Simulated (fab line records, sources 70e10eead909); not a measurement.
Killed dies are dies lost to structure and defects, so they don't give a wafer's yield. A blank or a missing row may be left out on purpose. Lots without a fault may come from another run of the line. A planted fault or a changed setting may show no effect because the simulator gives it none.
Problem report in the 8D (eight disciplines) form, filled by code | flow nand_harc | the parts of the form that need people (team, actions taken, sign-off) are left out

1. THE PROBLEM
run_length_s at NHARC_A_CHANNEL_FILL_D1_ETCHBACK_08 reads a mean of 174.1 s on 2 wafers of 1 lot; wafers without a fault read 131.3 s with a standard deviation of 0.34. That is +99 or more standard deviations from the usual mean.
The step: etches the open film in C4F8, target depth 220 nm, time 110 s.
First seen on wafer L835.2, day 14 20:09, on rie_diel-11. The record holds 36 wafers of 12 lots with a number at this step. Rule for "out", or "out of limits": more than 4 standard deviations from the usual mean. The other wafers with a number count as sound.

2. WHAT IT IS AND WHAT IT IS NOT
question                    | is                | is not
which readings at this step | run_length_s      | oes_product_au, rf_vpp_V
which lots                  | L835              | L825, L826, L838, L839, L841, L842, L844, L845, L846, L847, L848
which wafers of those lots  | L835.2, L835.6    | L835.1
read on which tools         | rie_diel-11       | rie_diel-08, rie_diel-09
when                        | from day 14 20:09 | up to then (7 sound wafers); but 27 sound wafers of L838, L839, L841, L842, L844, L845, L846, L847, L848 came after

3. SUSPECTS, AND WHAT RULES EACH OUT
Counting: a tool at a process step up to the reading stays a suspect if it ran every lot that is out. Sound lots after the first of them don't rule it out here, since some wafers of a struck lot are sound.
- har_etch-01 at NHARC_A_CHANNEL_HOLE_D1_ETCH_19 (etches the open film in C4F8/O2/Ar, time 34.5 s): kept. It ran the lot that is out, L835 (day 12 19:12).
- har_etch-01 at NHARC_A_CHANNEL_HOLE_D1_ETCH_21 (etches the open film in C4F8/O2/Ar, time 514.3 s, target depth 1600 nm): kept. It ran the lot that is out, L835 (day 12 19:38).
- ald_hk-01 at NHARC_A_CHANNEL_FILL_D1_ALD_14 (deposits SiO2, target thk 2.5 nm, pulse time 10 s, ald cycles 25): kept. It ran the lot that is out, L835 (day 13 08:12).
- rie_diel-11 at NHARC_A_CHANNEL_FILL_D1_ETCHBACK_08 (etches the open film in C4F8, target depth 220 nm, time 110 s): kept. It ran the lot that is out, L835 (day 14 20:09); its last sound lot up to then is L826 (day 11 05:52). Its own readings are out on those wafers: run_length_s.
- Within rie_diel-11 at NHARC_A_CHANNEL_FILL_D1_ETCHBACK_08: the wafers that are out ran in chamber 0; their sound lot-mates ran in chamber 1.
Left after counting: har_etch-01 at NHARC_A_CHANNEL_HOLE_D1_ETCH_19, har_etch-01 at NHARC_A_CHANNEL_HOLE_D1_ETCH_21, ald_hk-01 at NHARC_A_CHANNEL_FILL_D1_ALD_14, rie_diel-11 at NHARC_A_CHANNEL_FILL_D1_ETCHBACK_08.

4. THE CAUSE (what the simulator had put in)
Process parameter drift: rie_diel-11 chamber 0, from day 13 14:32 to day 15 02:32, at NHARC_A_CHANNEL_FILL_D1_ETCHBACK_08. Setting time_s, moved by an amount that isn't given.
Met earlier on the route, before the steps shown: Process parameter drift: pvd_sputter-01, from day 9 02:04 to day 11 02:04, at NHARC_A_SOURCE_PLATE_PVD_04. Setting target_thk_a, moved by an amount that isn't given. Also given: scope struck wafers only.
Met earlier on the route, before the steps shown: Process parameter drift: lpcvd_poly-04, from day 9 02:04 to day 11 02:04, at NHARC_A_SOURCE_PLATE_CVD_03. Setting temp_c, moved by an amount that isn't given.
Counting left 4 suspects, and this tool is among them.

5. THE CHAIN OF EFFECTS, in route order
Each row: a reading whose mean over the struck wafers that have a number lies more than 3 standard deviations from the usual. Only readings for which the record gives a usual standard deviation are gone through. hours: the time from each lot's start at the first step in this table that gives one to its start at this step, as a median over the lots. sigmas: the change in usual standard deviations.
hours | step                                | reading      | usual   | on struck wafers | change | sigmas
0     | NHARC_A_CHANNEL_FILL_D1_ETCHBACK_08 | run_length_s | 131.3 s | 174.1            | +42.8  | +99 or more
The process steps in it:
- NHARC_A_CHANNEL_FILL_D1_ETCHBACK_08: etches the open film in C4F8, target depth 220 nm, time 110 s.
Later measuring or inspecting steps at which every struck wafer that the step has a row for has a number for every such reading, and none has moved that far: NHARC_END_SORT_01.

6. WHAT WOULD HAVE CAUGHT IT SOONER
In this record the first reading out of limits was taken at day 14 20:09, 30 hours after the fault began at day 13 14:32.
